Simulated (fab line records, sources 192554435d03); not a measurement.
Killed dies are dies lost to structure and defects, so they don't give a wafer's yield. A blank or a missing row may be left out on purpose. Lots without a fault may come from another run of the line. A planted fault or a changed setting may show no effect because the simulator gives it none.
A struck lot beside a sound one | flow n5_finfet | 39 steps out of a route of 1938
Sound: wafers L565.1, L565.3, L565.4. Struck: wafer L551.1. (L551.5 of the same lot was not struck and is left out.) The cause comes at the end.
At each step with rows: each side's tool, then ch and its chambers, then its first start. Under that, the readings that differ: sound wafers | struck wafers | difference of the means | sigmas: that difference in standard deviations of wafers without a fault.
alike: readings whose means differ by less than 2 such deviations, and words and numbers that are the same on both sides. not compared: withheld readings, readings that some wafer has no value for, bounds like >300 that may hide the same value, and numbers for which the record gives no deviation and whose values overlap.
The two part at a step that has a row with sigmas, a row that says differs or no value, or rows on one side only. Numbers that don't overlap but have no deviation are shown without sigmas and don't part them. A reading that every wafer of one side lacks parts them only if that side has two wafers or more.

first, 12 steps without rows for these wafers: N5_SDB_ETCH_18 (etches SOC in N2/H2, target depth 100 nm, overetch 20 nm, time 150 s); N5_SDB_STRIP_19 (strips in N2/H2); N5_SDB_STRIP_21 (strips in CF4); N5_SDB_HM_OPEN_20 (chemistry CH3F/O2, target SiNx, stops on poly-Si, target depth 24 nm); N5_SDB_STRIP_22 (strips in N2/H2); N5_SDB_PRECLEAN_23 (cleans in dHF, time 30 s); N5_SDB_DUMMY_REMOVE_24 (chemistry TMAH, target poly-Si, stops on SiO2, target depth 142 nm, time 57 s, rinse time 30 s); N5_SDB_ETCH_25 (etches SiO2 in C4F6/O2, target depth 10 nm, time 3.3 s); N5_SDB_CUT_ETCH_26 (etches Si in HBr/Cl2/O2, target depth 129.6 nm, bt time 20 s, time 51.8 s); N5_SDB_PRECLEAN_38 (cleans in dHF, time 10 s); N5_SDB_PRECLEAN_39 (cleans in O3/DIW, time 45 s); N5_SDB_SRD_28 (time 30 s).
N5_SDB_ALD_29: deposits SiNx, target thk 30 nm, pulse time 1 s, ald cycles 600.
  sound on ald_sin-04 ch 1,2,3, day 8 20:50; struck on ald_sin-01 ch 3, day 5 06:43
  reading                              | sound          | struck | difference | sigmas
  ald_cycles                           | 600 600 600    | 1163   | +563       |
  model.SiNx_of_SDB_ALD_29.thk_nm (nm) | 30.2 30.2 29.8 | 58.2   | +28.1      |
  alike: heater_power_w, precursor_pulse_height_rel, susceptor_temp_C
N5_SDB_CMP_30: polishes, stops on poly-Si, t overpolish 1.54 s, target thk 30 nm.
  sound on cmp-01 ch 1,2,3, day 8 23:34; struck on cmp-02 ch 2, day 5 09:34
  reading                | sound          | struck | difference | sigmas
  time_to_endpoint_s (s) | 14.3 14.3 17.2 | 29.3   | +14.0      | +5
  alike: edge_zone_pressure_frac, motor_current_A, retaining_ring_pressure_frac
then, 22 steps without rows for these wafers: N5_DUMMY_REMOVAL_HM_STRIP_01 (strips SiNx in CH3F/O2, stops on poly-Si, target depth 4 nm, time 6.8 s); N5_DUMMY_REMOVAL_STRIP_10 (strips in N2/H2, time 40 s); N5_DUMMY_REMOVAL_PRECLEAN_07 (cleans in dHF, time 30 s); N5_DUMMY_REMOVAL_DUMMY_REMOVE_02 (chemistry TMAH, target poly-Si, stops on SiO2, target depth 142 nm, time 57 s, rinse time 30 s); N5_DUMMY_REMOVAL_PRECLEAN_08 (cleans in NF3:NH3, afs cycles 2, time 20 s, sublimation time 60 s); N5_DUMMY_REMOVAL_PRECLEAN_04 (cleans in DHF, time 37 s); N5_DUMMY_REMOVAL_SRD_05 (time 30 s); N5_HKMG_FIN_IL_REGROW_00 (material SiO2, chemistry O3, target thk 0.75 nm, time 30 s); N5_HKMG_FIN_HK_ALD_01 (deposits HfO2, target thk 1.6 nm, pulse time 3 s, purge time 3 s); N5_HKMG_FIN_HK_ANNEAL_02 (time 30 s); N5_HKMG_FIN_ALD_74 (deposits La2O3, target thk 0.5 nm, pulse time 6 s, co reactant pulse time 1 s); N5_HKMG_FIN_ALD_75 (deposits Al2O3, target thk 1 nm, co reactant pulse time 1 s); N5_HKMG_FIN_COAT_41 (time 60 s, resist thk 300 nm); N5_HKMG_FIN_COAT_42 (time 60 s, resist thk 35 nm); N5_HKMG_FIN_COAT_43 (resist thk 90 nm); N5_HKMG_FIN_EBR_45; N5_HKMG_FIN_SOFTBAKE_44 (time 60 s); N5_HKMG_FIN_EXPOSE_46 (exposes mask NDIPOLE); N5_HKMG_FIN_PEB_47 (peb time 60 s); N5_HKMG_FIN_DEVELOP_48 (develop time 30 s); N5_HKMG_FIN_DESCUM_53 (chemistry O2, time 7.9 s); N5_HKMG_FIN_ETCH_54 (etches SiARC in CF4, target depth 45.5 nm, time 75.8 s).
N5_GATE_CUT_ETCH_58: etches SiNx in CH3F/O2, target depth 17 nm, time 128.6 s.
  sound on rie_diel-05 ch 0,1,3, day 9 09:56; struck on rie_diel-06 ch 0, day 5 20:08
  reading                              | sound             | struck | difference | sigmas
  bias_w (W)                           | 20.99 20.82 20.97 | 21.10  | +0.17      | +3
  model.SiNx_of_SDB_ALD_29.thk_nm (nm) | 24.8 24.8 24.4    | 23.8   | -0.9       |
  alike: drypump_motor_current_A, mfc_ar_sccm, oes_product_au, rf_vpp_V, showerhead_plenum_p_Torr, throttle_valve_pct
  not compared: rf_hours_counter_h
-- the record jumps here: 3 days lie between the struck wafers' starts before and after (it left off in module GATE_CUT and takes up again in module BEOL_M4, whose first step shown is number 1111 of the route) --
N5_BEOL_M4_RC_MEAS_101:
  sound on prober-02 ch 0, day 12 19:59; struck on prober-01 ch 0, day 9 04:19
  alike: DIBL_N, DIBL_P, IOFF_N, IOFF_P, ION_N, ION_P, SS_N, SS_P, VT_N, VT_P
then, 1 step without rows for these wafers: N5_PASSIVATION_PROBE_49.

WHERE THEY PART
First at N5_SDB_CMP_30; last, within this record, at N5_GATE_CUT_ETCH_58. Later steps at which nothing parts them and some readings are alike: N5_BEOL_M4_RC_MEAS_101.

WHY: what the simulator had put in
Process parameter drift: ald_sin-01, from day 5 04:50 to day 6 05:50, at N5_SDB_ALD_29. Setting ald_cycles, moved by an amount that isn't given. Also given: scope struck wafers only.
